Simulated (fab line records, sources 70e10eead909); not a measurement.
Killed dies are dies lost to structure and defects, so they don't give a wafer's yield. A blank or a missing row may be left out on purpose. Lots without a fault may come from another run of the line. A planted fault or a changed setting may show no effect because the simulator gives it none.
Chamber matching | flow nand_harc | NHARC_A_DECK1_JOINT_DEP_16 on pecvd-04: 3 sister chambers
The step deposits SiO2, target thk 45 nm. 3 wafers are shown with their chamber, then 8 later ones without.

WAFERS WITH THEIR CHAMBER
wafer  | chamber | heater_power_w (W)
L294.6 | 2       | 491
L295.6 | 1       | 428
L299.2 | 0       | 532

WAFERS WITHOUT THEIR CHAMBER
wafer  | heater_power_w (W)
L299.3 | 485
L299.5 | 477
L307.2 | 425
L307.4 | 545
L307.6 | 420
L308.2 | 454
L308.4 | 603
L308.6 | 462

WHICH CHAMBER EACH WENT THROUGH
wafer  | from the rows above          | in truth
L299.3 | can't be placed: 2 or 0 or 1 | 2
L299.5 | can't be placed: 2 or 1 or 0 | 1
L307.2 | 1                            | 1
L307.4 | can't be placed: 0 or 2      | 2
L307.6 | 1                            | 1
L308.2 | can't be placed: 1 or 2 or 0 | 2
L308.4 | can't be placed: 0 or 2      | 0
L308.6 | can't be placed: 2 or 1 or 0 | 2
Placed correctly: 2 of 8. Can't be placed from these rows: 6 (the true chamber is among the candidates in 6). Placed wrongly: 0.
How it was worked out, from the rows above alone: a wafer's distance from a chamber is the root of the sum, over the readings, of the square of ((its reading less the chamber's mean) divided by the reading's scatter). The wafer belongs to the nearest chamber; if the next one is less than 2 further off, it can't be placed. A chamber's mean is the mean of its shown wafers. The scatter: with one shown wafer a chamber, the root of the mean of the squares of how far each hidden wafer lies from its nearest shown one.
